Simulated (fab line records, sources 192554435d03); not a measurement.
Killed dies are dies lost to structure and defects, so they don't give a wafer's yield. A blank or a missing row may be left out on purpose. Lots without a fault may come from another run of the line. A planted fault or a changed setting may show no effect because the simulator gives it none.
Which tool did it? | flow n5_finfet | 9 lots, 27 wafers sampled, at 1 step of a route of 1938

WHAT THE GAUGES READ, wafer by wafer
N5_BEOL_M4_RC_MEAS_101.
lot  | measured     | on        | DIBL_N (mV/V)
L459 | day 8 03:04  | prober-01 | 35.5 35.7 34.9
L461 | day 8 16:58  | prober-02 | 35.0 33.2 33.3
L462 | day 8 23:09  | prober-02 | 36.8 35.0 36.5
L464 | day 9 08:29  | prober-01 | 34.8 36.4 36.4
L478 | day 13 08:12 | prober-02 | 36.1 35.3 33.6
L474 | day 13 14:58 | prober-02 | 36.1 36.9 36.7
L480 | day 14 01:46 | prober-02 | 36.8 33.8 34.3
L476 | day 14 07:01 | prober-02 | 37.0 34.8 38.7
L481 | day 14 14:23 | prober-01 | 36.8 37.2 36.1

WHICH TOOL RAN EACH LOT (tool, then ch and the chambers of the sampled wafers, then the start)
The record holds no process step before these readings.

THE ANSWER, worked out from the rows above alone
Rule: what is usual is taken from the lots themselves. Put in order of their means at a reading, lots are off if they are a third of the lots or fewer, leave a main group of 4 or more, and stand apart from it by a gap of 3 or more times the standard deviation of the main group's means; of several such gaps the widest counts. A main group whose means are all the same, to the digits that the tables above print for the reading, isn't used. A lot without any number at a reading at which 4 lots or more have one is off too. The other lots that the step has rows for count as sound.
No lot is off at any reading shown: from this, nothing can be told.

WHAT THE SIMULATOR HAD PUT IN
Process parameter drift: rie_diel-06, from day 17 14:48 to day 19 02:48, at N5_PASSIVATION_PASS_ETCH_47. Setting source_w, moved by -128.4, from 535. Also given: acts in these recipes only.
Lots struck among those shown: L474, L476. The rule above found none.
